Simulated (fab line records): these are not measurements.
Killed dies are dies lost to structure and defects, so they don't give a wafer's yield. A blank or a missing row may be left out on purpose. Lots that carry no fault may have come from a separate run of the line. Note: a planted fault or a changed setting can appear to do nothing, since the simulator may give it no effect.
fab line records ; flow n5Finfet
record: lots: 11; wafers: 33; lastDay: 17
route steps=1938 shown BEOL_M9@1438
lots that met no fault: from a run of the same line without faults
startH: start of the lot's first displayed wafer, in hours after the record's first day ; waitH: hours since the lot's step before ; " identical to the entry in the row above ; L1.1+2: a single row standing in for several wafers ; - either no value or no given start ; * or withheld: withheld ; < > ~ a bound
route shown NAME@n: names a module that has steps shown in the file, with the first one's number in the route ; usual: the fault-free wafers' mean and standard deviation ; same: alike in all rows ; chamber/n: place in a boat ; sites: per-site readings ; _std_site: their standard deviation ; _edge_site: the outer-site mean with the inner-site mean subtracted ; radiusMm: how far each site lies from the wafer's centre ; mask NAME#n: copy n ; behind: tool/chamber where the wafer was last shaped ; hold: reason for holding the lot/hours on hold/outcome of the hold ; device: which transistor (n, p or np) failed to switch ; end of line: tests run on the same wafers once the route is complete ; for a step that has no rows: nothing shown but its recipe ; killed: at the first sort, the dies lost to defects and structure; wafer yield is something else ; map: per-die view of a wafer (x killed, . not killed, _ where there is no die)
set.NAME: the setting that was run; set.NAME@STEP: the one run at that earlier step ; model.NAME: the simulator's own value behind a step, which no gauge read
route steps across a sampled set of lots; one table per step, one row per wafer
services: from which hour (startH, from the record's first day; less than 0 if before it) a tool's chamber was out of use, for how many hours, and why
== steps ==
step: N5_BEOL_M9_ETCH_76
recipe: chemistry: N2/H2; target: underlayer; targetDepthA: 65; maskMaterial: CAR-EUV; timeS: 5.2; ionEnergyEv: 200; pressureMtorr: 30; sourceW: 840; biasW: 150; n2FlowSccm: 200; h2FlowSccm: 200; ends: cleared
usual: drypumpMotorCurrentA: 5.54/0.27; etchRfOnTimeS: 5.18/0.12; oesProductAu: 0.68/0.079; rfFwdPowerW: 819.9/2.8; rfVppV: 524.1/2.6; showerheadPlenumPTorr: 2.56/0.082; throttleValvePct: 17.77/0.24
lot.wafer;tool;chamber;startH;waitH;drypumpMotorCurrentA;etchRfOnTimeS;oesProductAu;rfFwdPowerW;rfHoursCounterH;rfVppV;showerheadPlenumPTorr;throttleValvePct
L998.1;rieDiel-01;1;205.17;0.0;5.51;5.14;0.82;818.1;8;523.7;2.60;17.35
L998.2;rieDiel-01;2;205.17;0.0;5.77;5.33;0.57;824.4;241;524.8;2.60;18.26
L998.5;rieDiel-01;2;205.17;0.0;5.76;5.29;0.57;823.3;-;525.8;2.60;18.26
L100.1;rieDiel-06;0;210.67;0.0;5.82;5.22;0.59;818.4;237;522.4;2.51;18.10
L100.2;rieDiel-06;1;210.67;0.0;5.31;5.14;0.58;824.6;225;521.3;2.51;18.01
L100.4;rieDiel-06;2;210.67;0.0;5.45;5.04;0.63;822.8;188;526.7;2.65;17.86
L999.1;rieDiel-06;3;211.13;0.0;5.93;5.11;0.73;821.7;76;528.2;2.68;17.38
L999.2;rieDiel-06;1;211.13;0.0;5.27;5.22;0.59;819.6;225;521.1;2.51;18.02
L999.3;rieDiel-06;0;211.13;0.0;5.79;5.29;0.59;818.1;238;525.2;2.51;18.10
L108.1;rieDiel-06;3;263.81;0.0;5.88;5.15;0.71;815.5;91;526.1;2.67;17.40
L108.2;rieDiel-06;2;263.81;0.0;5.42;5.13;0.62;817.7;203;525.2;2.64;17.88
L108.6;rieDiel-06;3;263.81;0.0;5.84;5.16;0.71;821.2;-;527.0;2.67;17.42
L106.1;rieDiel-01;2;263.83;0.0;5.75;5.03;0.84;822.0;1;527.1;2.60;17.83
L106.2;rieDiel-01;0;263.83;0.0;5.44;5.18;0.63;821.5;179;521.1;2.42;17.93
L106.6;rieDiel-01;1;263.83;0.0;5.49;5.15;0.80;819.5;-;525.4;2.60;17.36
L115.1;rieDiel-01;0;325.14;0.0;5.41;5.24;0.62;822.4;196;520.8;2.42;17.97
L115.4;rieDiel-01;2;325.14;0.0;5.72;5.13;0.79;820.5;-;526.2;2.59;17.84
L115.5;rieDiel-01;3;325.14;0.0;5.14;5.43;0.68;814.8;-;523.6;2.55;17.95
L117.1;rieDiel-02;2;343.04;0.0;5.82;5.25;0.67;823.2;126;522.0;2.56;17.41
L117.4;rieDiel-02;1;343.04;0.0;5.67;5.04;0.67;819.0;112;521.2;2.46;17.89
L117.6;rieDiel-02;0;343.04;0.0;5.12;5.12;0.76;818.6;-;525.7;2.59;17.68
L118.1;rieDiel-02;1;346.33;0.0;5.66;4.98;0.68;817.1;113;520.5;2.46;17.90
L118.2;rieDiel-02;2;346.33;0.0;5.86;5.25;0.67;815.5;128;521.3;2.56;17.42
L118.6;rieDiel-02;1;346.33;0.0;5.67;5.03;0.68;818.0;-;521.7;2.46;17.90
L121.1;rieDiel-01;2;351.09;0.0;5.78;5.16;0.77;819.8;27;525.7;2.58;17.88
L121.2;rieDiel-01;0;351.09;0.0;5.42;5.17;0.62;821.4;205;520.7;2.41;17.99
L121.3;rieDiel-01;3;351.09;0.0;5.19;5.46;0.67;820.3;106;526.0;2.55;17.96
L119.3;rieDiel-06;0;354.09;0.0;5.78;5.17;0.78;819.7;22;523.8;2.50;17.74
L119.5;rieDiel-06;1;354.09;0.0;5.31;5.03;0.88;820.6;-;522.9;2.50;17.60
L119.6;rieDiel-06;2;354.09;0.0;5.43;5.19;0.59;813.6;-;525.4;2.62;17.97
L120.1;rieDiel-01;1;354.26;0.0;5.47;5.19;0.75;817.8;47;523.8;2.59;17.40
L120.4;rieDiel-01;3;354.26;0.0;5.17;5.50;0.66;818.2;107;525.1;2.55;17.96
L120.6;rieDiel-01;1;354.26;0.0;5.49;5.15;0.76;819.3;-;523.8;2.59;17.42
step: N5_BEOL_M9_CD_MEAS_35
recipe: targetCdNm: 70; targetCdYNm: 40; polarity: opening
usual: cdNm: 69.8/0.69
lot.wafer;tool;chamber;startH;waitH;cdNm
L998.1;cdSem-03;-;205.74;0.0;69.7
L998.2;cdSem-03;-;205.74;0.0;68.8
L998.5;cdSem-03;-;205.74;0.0;69.7
L100.1;cdSem-03;-;211.24;0.0;69.1
L100.2;cdSem-03;-;211.24;0.0;70.9
L100.4;cdSem-03;-;211.24;0.0;70.1
L999.1;cdSem-02;-;211.70;0.0;70.3
L999.2;cdSem-02;-;211.70;0.0;69.3
L999.3;cdSem-02;-;211.70;0.0;69.3
L106.1;cdSem-01;-;264.41;0.0;70.4
L106.2;cdSem-01;-;264.41;0.0;70.8
L106.6;cdSem-01;-;264.41;0.0;71.2
L108.1;cdSem-02;-;264.59;0.0;70.2
L108.2;cdSem-02;-;264.59;0.0;70.1
L108.6;cdSem-02;-;264.59;0.0;69.8
L115.1;cdSem-01;-;325.72;0.0;69.8
L115.4;cdSem-01;-;325.72;0.0;68.6
L115.5;cdSem-01;-;325.72;0.0;70.1
L117.1;cdSem-01;-;343.61;0.0;69.4
L117.4;cdSem-01;-;343.61;0.0;69.0
L117.6;cdSem-01;-;343.61;0.0;69.4
L118.1;cdSem-02;-;346.91;0.0;70.1
L118.2;cdSem-02;-;346.91;0.0;68.8
L118.6;cdSem-02;-;346.91;0.0;70.3
L121.1;cdSem-01;-;351.67;0.0;68.3
L121.2;cdSem-01;-;351.67;0.0;68.3
L121.3;cdSem-01;-;351.67;0.0;69.6
L119.3;cdSem-01;-;354.68;0.0;70.3
L119.5;cdSem-01;-;354.68;0.0;70.1
L119.6;cdSem-01;-;354.68;0.0;70.0
L120.1;cdSem-03;-;354.83;0.0;69.7
L120.4;cdSem-03;-;354.83;0.0;68.9
L120.6;cdSem-03;-;354.83;0.0;70.2
step: N5_BEOL_M9_ALD_74
recipe: material: TaN; targetThkA: 20; tempC: 275; aldPrecursorFamily: PDMAT; aldCoReactant: NH3; pressureTorr: 3; carrierFlowSccm: 1500; pulseTimeS: 2; purgeTimeS: 3; coReactantPurgeTimeS: 2; coReactantPulseTimeS: 3; aldCycles: 40; precursorVesselTempC: 75; precursorVesselPressureTorr: 26.25; precursorVesselCarrierSccm: 1000
usual: aldCycles: 40/0; heaterPowerOuterW: 224/24; heaterPowerW: 414/31; precursorVesselPressureTorr: 26.25/0.056
lot.wafer;tool;chamber;startH;waitH;aldCycles;heaterPowerOuterW;heaterPowerW;precursorVesselPressureTorr
L998.1;aldMetal-01;2;206.76;0.0;40;202;395;26.27
L998.2;aldMetal-01;3;206.76;0.0;40;206;396;26.24
L998.5;aldMetal-01;1;206.76;0.0;40;282;479;26.21
L100.1;aldMetal-03;0;212.28;0.0;40;200;392;26.28
L100.2;aldMetal-03;2;212.28;0.0;40;222;411;26.24
L100.4;aldMetal-03;0;212.28;0.0;40;199;394;26.24
L999.1;aldMetal-01;1;212.82;0.1;40;288;486;26.18
L999.2;aldMetal-01;2;212.82;0.1;40;210;382;26.26
L999.3;aldMetal-01;3;212.82;0.1;40;207;396;26.27
L106.1;aldMetal-03;2;264.93;0.1;38;212;425;26.29
L106.2;aldMetal-03;0;264.93;0.1;40;201;390;26.26
L106.6;aldMetal-03;2;264.93;0.1;38;219;434;26.22
L108.1;aldMetal-03;2;265.43;0.1;38;220;425;26.20
L108.2;aldMetal-03;1;265.43;0.1;40;221;431;26.24
L108.6;aldMetal-03;2;265.43;0.1;38;215;418;26.16
L115.1;aldMetal-02;0;326.50;0.1;40;234;421;26.17
L115.4;aldMetal-02;2;326.50;0.1;40;229;416;26.28
L115.5;aldMetal-02;0;326.50;0.1;40;238;428;26.20
L117.1;aldMetal-02;0;344.91;0.0;40;242;416;26.26
L117.4;aldMetal-02;3;344.91;0.0;40;229;427;26.29
L117.6;aldMetal-02;0;344.91;0.0;40;239;425;26.30
L118.1;aldMetal-02;0;347.81;0.0;40;242;421;26.23
L118.2;aldMetal-02;2;347.81;0.0;40;232;416;26.26
L118.6;aldMetal-02;0;347.81;0.0;40;239;425;26.28
L121.1;aldMetal-03;0;352.83;0.0;40;202;399;26.28
L121.2;aldMetal-03;1;352.83;0.0;40;225;410;26.26
L121.3;aldMetal-03;2;352.83;0.0;40;220;419;26.28
L119.3;aldMetal-03;0;356.02;0.0;40;197;393;26.27
L119.5;aldMetal-03;1;356.02;0.0;40;215;418;26.32
L119.6;aldMetal-03;2;356.02;0.0;40;218;419;26.20
L120.1;aldMetal-01;1;356.17;0.1;40;286;486;26.31
L120.4;aldMetal-01;2;356.17;0.1;40;204;370;26.24
L120.6;aldMetal-01;1;356.17;0.1;40;287;493;26.25
step: N5_BEOL_M9_ANNEAL_51
recipe: tempC: 225; timeS: 90; ambient: N2
usual: wafer_temp_C_max: 225.92/0.24
lot.wafer;tool;chamber;startH;waitH;wafer_temp_C_max
L998.1;rtpAnneal-01;0;207.69;0.1;226.04
L998.2;rtpAnneal-01;0;207.69;0.1;226.22
L998.5;rtpAnneal-01;0;207.69;0.1;226.43
L100.1;rtpAnneal-02;0;213.54;0.5;225.96
L100.2;rtpAnneal-02;0;213.54;0.5;225.97
L100.4;rtpAnneal-02;0;213.54;0.5;226.19
L999.1;rtpAnneal-01;0;213.60;0.1;225.93
L999.2;rtpAnneal-01;0;213.60;0.1;226.10
L999.3;rtpAnneal-01;0;213.60;0.1;225.65
L106.1;rtpAnneal-02;0;265.80;0.1;225.74
L106.2;rtpAnneal-02;0;265.80;0.1;226.19
L106.6;rtpAnneal-02;0;265.80;0.1;225.95
L108.1;rtpAnneal-01;0;266.36;0.1;225.54
L108.2;rtpAnneal-01;0;266.36;0.1;225.51
L108.6;rtpAnneal-01;0;266.36;0.1;226.09
L115.1;rtpAnneal-01;0;327.53;0.2;225.84
L115.4;rtpAnneal-01;0;327.53;0.2;225.68
L115.5;rtpAnneal-01;0;327.53;0.2;225.82
L117.1;rtpAnneal-02;0;345.86;0.1;225.39
L117.4;rtpAnneal-02;0;345.86;0.1;225.98
L117.6;rtpAnneal-02;0;345.86;0.1;225.86
L118.1;rtpAnneal-02;0;348.55;0.1;225.55
L118.2;rtpAnneal-02;0;348.55;0.1;225.52
L118.6;rtpAnneal-02;0;348.55;0.1;225.55
L121.1;rtpAnneal-02;0;354.22;0.4;225.99
L121.2;rtpAnneal-02;0;354.22;0.4;226.21
L121.3;rtpAnneal-02;0;354.22;0.4;225.91
L119.3;rtpAnneal-02;0;356.83;0.1;226.28
L119.5;rtpAnneal-02;0;356.83;0.1;225.83
L119.6;rtpAnneal-02;0;356.83;0.1;226.41
L120.1;rtpAnneal-01;0;356.90;0.1;226.00
L120.4;rtpAnneal-01;0;356.90;0.1;226.02
L120.6;rtpAnneal-01;0;356.90;0.1;226.09
== services ==
tool;chamber;startH;hours;kind
aldMetal-02;0;187.53;3.4;repair
aldMetal-01;0;194.29;26.0;repair
rieDiel-01;2;235.33;5.0;repair
aldMetal-02;-;238.45;1.0;repair
rieDiel-01;2;242.52;-;clean
rieDiel-01;2;242.52;-;consumableReplace:focusRing
rieDiel-01;2;242.52;17.4;scheduledDown
rieDiel-01;2;242.52;17.4;ventCycle
rieDiel-02;1;243.32;8.0;repair
aldMetal-03;-;244.53;2.8;pm
aldMetal-01;1;248.51;5.8;repair
rieDiel-06;0;260.74;-;clean
rieDiel-06;0;260.74;-;consumableReplace:focusRing
rieDiel-06;0;260.74;22.9;scheduledDown
rieDiel-06;0;260.74;22.9;ventCycle
aldMetal-02;3;269.50;7.0;repair
aldMetal-01;1;273.46;1.7;repair
rieDiel-01;1;313.05;21.1;repair
rtpAnneal-02;-;313.88;7.3;pm
aldMetal-03;0;324.61;11.5;repair
rieDiel-06;1;339.35;-;clean
rieDiel-06;1;339.35;-;consumableReplace:focusRing
rieDiel-06;3;342.18;7.7;repair
rieDiel-06;0;344.37;5.4;repair
== key ==
firstSign: step: N5_BEOL_M9_ALD_74; reading: aldCycles; direction: down; sigmas: 99+; usual: *; struck: *
effect none on later readings
metAt N5_BEOL_M9_ALD_74
struckLots L106,L108
struckWafers L106.1,L106.6,L108.1,L108.6
notActingAt N5_BEOL_M9_ETCH_76,N5_BEOL_M9_CD_MEAS_35,N5_BEOL_M9_ANNEAL_51
onsetBetween 212.28 264.93
fault: kind: processParameterDrift; tool: aldMetal-03; chamber: 2; onsetH: 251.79; steps: N5_BEOL_M9_ALD_74; channel: aldCycles; offset: *; shape: step; endH: 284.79; actsIn: *; stated: *
